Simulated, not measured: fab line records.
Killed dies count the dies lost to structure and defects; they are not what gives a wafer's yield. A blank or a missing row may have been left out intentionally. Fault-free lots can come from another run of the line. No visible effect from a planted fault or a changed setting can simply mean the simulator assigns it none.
A lot that was struck, set against a sound lot -- flow n5_finfet -- 37 out of 1938 route steps
Sound: these wafers, L686.2, L686.4, L686.5. The struck wafers were L696.3, L696.4, L696.6. At the end, the cause is stated.
At each step with rows: each side's tool, then ch and its chambers, then its first start. Under that, the readings that differ: sound wafers -- struck wafers -- difference of the means -- sigmas: that difference in standard deviations of wafers without a fault.
alike: words and numbers the same on both sides, and readings whose means are apart by under 2 such deviations; not compared: readings that were withheld, readings missing a value for some wafer, numbers with overlapping values and no deviation given by the record, and bounds like >300 which may hide the same value.
A row with sigmas, a row that says differs or no value, or rows on one side alone: a step with any of these is where the two part. Numbers that don't overlap but have no deviation are shown without sigmas and don't part them. A reading that every wafer of one side lacks parts them only if that side has two wafers or more.

first, 9 steps without rows for these wafers: N5_WELL_APT_HMDS_01 (time 60 s); N5_WELL_APT_COAT_02 (resist thk 950 nm); N5_WELL_APT_EBR_04; N5_WELL_APT_SOFTBAKE_03 (time 60 s); N5_WELL_APT_EXPOSE_05 (exposes mask NWELL, defocus 0 nm, target cd 200 nm); N5_WELL_APT_PEB_06 (peb time 90 s); N5_WELL_APT_DEVELOP_07 (develop time 45 s); N5_WELL_APT_HARDBAKE_12 (time 120 s); N5_WELL_APT_DESCUM_13 (chemistry O2, time 7.9 s).
N5_WELL_APT_IMPLANT_14:
  sound on implanter-02 ch 0, day 1 14:08; struck on implanter-02 ch 0, day 4 01:56
reading,sound,struck,difference,sigmas
dose_ions_cm2,1.4999e+13 1.4992e+13 1.5008e+13,2.2625e+13 2.2604e+13 2.2617e+13,+7.6157e+12,+99 or more
faraday_current_uA,193 188 191,289 276 287,+93,+23
then, 25 steps without rows for these wafers: N5_WELL_APT_IMPLANT_15; N5_WELL_APT_STRIP_16 (strips in SPM, time 900 s); N5_WELL_APT_HMDS_18 (time 60 s); N5_WELL_APT_COAT_19 (resist thk 950 nm); N5_WELL_APT_EBR_21; N5_WELL_APT_SOFTBAKE_20 (time 60 s); N5_WELL_APT_EXPOSE_22 (exposes mask PWELL, defocus 0 nm, target cd 200 nm); N5_WELL_APT_PEB_23 (peb time 90 s); N5_WELL_APT_DEVELOP_24 (develop time 45 s); N5_WELL_APT_HARDBAKE_29 (time 120 s); N5_WELL_APT_DESCUM_30 (chemistry O2, time 7.9 s); N5_WELL_APT_IMPLANT_31; N5_WELL_APT_IMPLANT_32; N5_WELL_APT_STRIP_33 (strips in SPM, time 900 s); N5_WELL_APT_RTA_34 (time 10 s); N5_WELL_APT_OXIDE_STRIP_42 (strips SiO2 in dHF, time 45 s, target depth 12 nm); N5_WELL_APT_PRECLEAN_36 (cleans in O3/DIW, time 45 s); N5_WELL_APT_PRECLEAN_39 (cleans in dHF, time 60 s); N5_WELL_APT_SRD_37 (time 30 s); N5_WELL_APT_EPI_41 (deposits Si from SiH4/H2, target thk 50 nm, time 297.7 s); N5_PMOS_HMC_CHANNEL_EPI_HM_DEP_34 (deposits SiO2 from TEOS/O2, target thk 36 nm, time 6.9 s); N5_PMOS_HMC_CHANNEL_EPI_COAT_31 (time 60 s, resist thk 66 nm); N5_PMOS_HMC_CHANNEL_EPI_COAT_03 (resist thk 205 nm); N5_PMOS_HMC_CHANNEL_EPI_EBR_05; N5_PMOS_HMC_CHANNEL_EPI_SOFTBAKE_04 (time 60 s).
-- here the record skips 7 days between the struck wafers' starts before and after, leaving off in module PMOS_HMC_CHANNEL_EPI and picking up in module BEOL_M4 (first step shown: number 1111 of the route) --
N5_BEOL_M4_RC_MEAS_101:
  sound on prober-01 ch 0, day 7 17:47; struck on prober-02 ch 0, day 10 14:29
reading,sound,struck,difference,sigmas
IOFF_P (nA/um),0.31 0.26 0.28,0.22 0.25 0.16,-0.07,-2
RS_NWELL (ohm/sq),1040 1034 1032,825 822 816,-214,-34
  alike: DIBL_N, DIBL_P, IOFF_N, ION_N, ION_P, SS_N, SS_P, VT_N, VT_P
next, for these wafers, 1 step has no rows: N5_PASSIVATION_PROBE_49.

## WHERE THEY PART
At N5_WELL_APT_IMPLANT_14 first; at N5_BEOL_M4_RC_MEAS_101 last (within this record only).

WHY: the cause the simulator had injected
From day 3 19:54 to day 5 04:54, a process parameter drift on implanter-02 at N5_WELL_APT_IMPLANT_14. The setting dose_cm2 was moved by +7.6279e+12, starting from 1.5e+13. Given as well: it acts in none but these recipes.
